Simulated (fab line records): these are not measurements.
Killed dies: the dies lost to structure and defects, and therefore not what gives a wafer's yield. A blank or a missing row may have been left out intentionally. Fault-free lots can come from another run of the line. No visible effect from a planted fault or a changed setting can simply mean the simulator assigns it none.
Struck lot and sound lot, side by side    flow nand-harc    21 out of 1159 route steps
Sound: the wafers L139.1, L139.4, L139.6. The struck wafers were L142.2, L142.4, L142.5. At the end, the cause is stated.
Per side, at each step with rows, come the tool, then ch with its chambers, and then its first start. Under that, the readings that differ: sound wafers    struck wafers    difference of the means    sigmas: that difference in standard deviations of wafers without a fault.
alike: readings whose means differ by less than 2 such deviations, and words and numbers that are the same on both sides. not compared: withheld readings, readings that some wafer has no value for, bounds like >300 that may hide the same value, and numbers for which the record gives no deviation and whose values overlap.
Wherever a step has rows on one side only, a row that says differs or no value, or a row with sigmas, the two part there. Numbers that don't overlap but have no deviation are shown without sigmas and don't part them. A reading that every wafer of one side lacks parts them only if that side has two wafers or more.

first, 4 steps without rows for these wafers: NHARC_P_GATE_PRECLEAN_71 (cleans in SC1); NHARC_P_GATE_SRD_72; NHARC_P_GATE_OXIDE_16 (material SiO2, target thk 3 nm, ox time 392 s); NHARC_P_GATE_CVD_17 (deposits poly-Si, target thk 150 nm, time 900 s).
NHARC_P_GATE_HM_DEP_102: deposits aC, target thk 120 nm.
  sound on acl-dep-03 ch 0, day 6 05:29; struck on acl-dep-02 ch 0, day 7 04:52
  alike: throttle-valve-pct
NHARC_P_GATE_DEP_103: deposits SiON, target thk 30 nm.
  sound on pecvd-02 ch 1,2, day 6 06:11; struck on pecvd-03 ch 0,2, day 7 05:27
reading             sound        struck       difference  sigmas
heater-power-w (W)  618 758 616  863 885 857  +204        +3
  alike: rf-fwd-power-W
then, 6 steps without rows for these wafers: NHARC_P_GATE_DEHYDRATE_18 (time 120 s); NHARC_P_GATE_HMDS_19 (time 30 s); NHARC_P_GATE_COAT_20 (resist thk 90 nm); NHARC_P_GATE_SOFTBAKE_21 (time 55 s); NHARC_P_GATE_EBR_22; NHARC_P_GATE_EXPOSE_23 (exposes mask P GATE, target cd 120 nm).
NHARC_P_GATE_PEB_24: peb time 65 s.
  sound on litho-track-04 ch 0, day 6 06:47; struck on litho-track-04 ch 0, day 7 06:02
reading                   sound               struck             difference  sigmas
heater-power-total-W (W)  156.2 157.1 157.1   155.8 154.9 155.7  -1.3        -3
plate-temp-C (C)          99.92 100.12 99.95  99.50 99.49 99.44  -0.52       -4
then, 1 step without rows for these wafers: NHARC_P_GATE_DEVELOP_25 (develop time 35 s).
NHARC_P_GATE_CD_MEAS_26: target cd 120 nm.
  sound on cd-sem-03 ch 0, day 6 06:52; struck on cd-sem-03 ch 0
reading     sound              struck             difference  sigmas
cd-nm (nm)  120.9 120.0 120.1  122.3 122.5 122.1  +2.0        +3
  not compared: hold
NHARC_P_GATE_OVL_MEAS_27:
  struck on overlay-01, day 7 08:58; sound on overlay-01, day 6 06:57
reading  sound  struck                                                                      difference                    sigmas
hold     - - -  await-dispo/2.6h/release await-dispo/2.6h/release await-dispo/2.6h/release  no value on the sound wafers  
  alike: overlay-x-nm, overlay-y-nm
NHARC_P_GATE_INSPECT_28:
  struck on defect-inspect-02, day 7 09:00; sound on defect-inspect-01, day 6 06:59
  alike: raw-defect-count
NHARC_P_GATE_DESCUM_31: chemistry O2, time 3 s.
  sound on rie-diel-07 ch 0,2,3, day 6 07:04; struck on rie-diel-09 ch 1,3, day 7 09:04
reading                  sound              struck             difference  sigmas
model.P_GATE.cd-nm (nm)  120.3 120.3 118.5  122.4 122.4 122.2  +2.6        
  alike: chamber-pressure-mTorr, drypump-motor-current-A, mfc-ar-sccm, oes-product-au, rf-vpp-V, showerhead-plenum-p-Torr, throttle-valve-pct
  not compared: rf-hours-counter-h
NHARC_P_GATE_ETCH_104: etches the open film in CF4/CHF3, target depth 60 nm.
  sound on rie-diel-07 ch 0,1, day 6 07:08; struck on rie-diel-09 ch 0,2,3, day 7 09:09
reading                  sound              struck             difference  sigmas
model.P_GATE.cd-nm (nm)  120.3 120.8 118.5  122.9 122.8 122.3  +2.8        
  alike: bias-w, cf4-flow-sccm, chamber-pressure-mTorr, drypump-motor-current-A, mfc-ar-sccm, oes-product-au, rf-fwd-power-W, rf-vpp-V, showerhead-plenum-p-Torr, throttle-valve-pct
NHARC_P_GATE_HM_OPEN_105: chemistry O2/COS, target depth 360 nm.
  sound on rie-diel-07 ch 1,2; struck on rie-diel-09 ch 0,1
  alike: bias-w, chamber-pressure-mTorr, cos-flow-sccm, drypump-motor-current-A, mfc-ar-sccm, oes-product-au, rf-fwd-power-W, rf-vpp-V, showerhead-plenum-p-Torr, throttle-valve-pct
  not compared: rf-hours-counter-h
-- jump in the record: it breaks off in module P_GATE and resumes in module END (first step shown: number 1159 of the route), and 15 days separate the struck wafers' starts before and after --
NHARC_END_SORT_01:
  here the record holds rows for the struck wafers (prober-02 ch 0, day 22 12:49) but none for the sound ones

## WHERE THEY PART
First at NHARC_P_GATE_DEP_103; last, within this record, at NHARC_END_SORT_01.

WHY: the cause the simulator had injected
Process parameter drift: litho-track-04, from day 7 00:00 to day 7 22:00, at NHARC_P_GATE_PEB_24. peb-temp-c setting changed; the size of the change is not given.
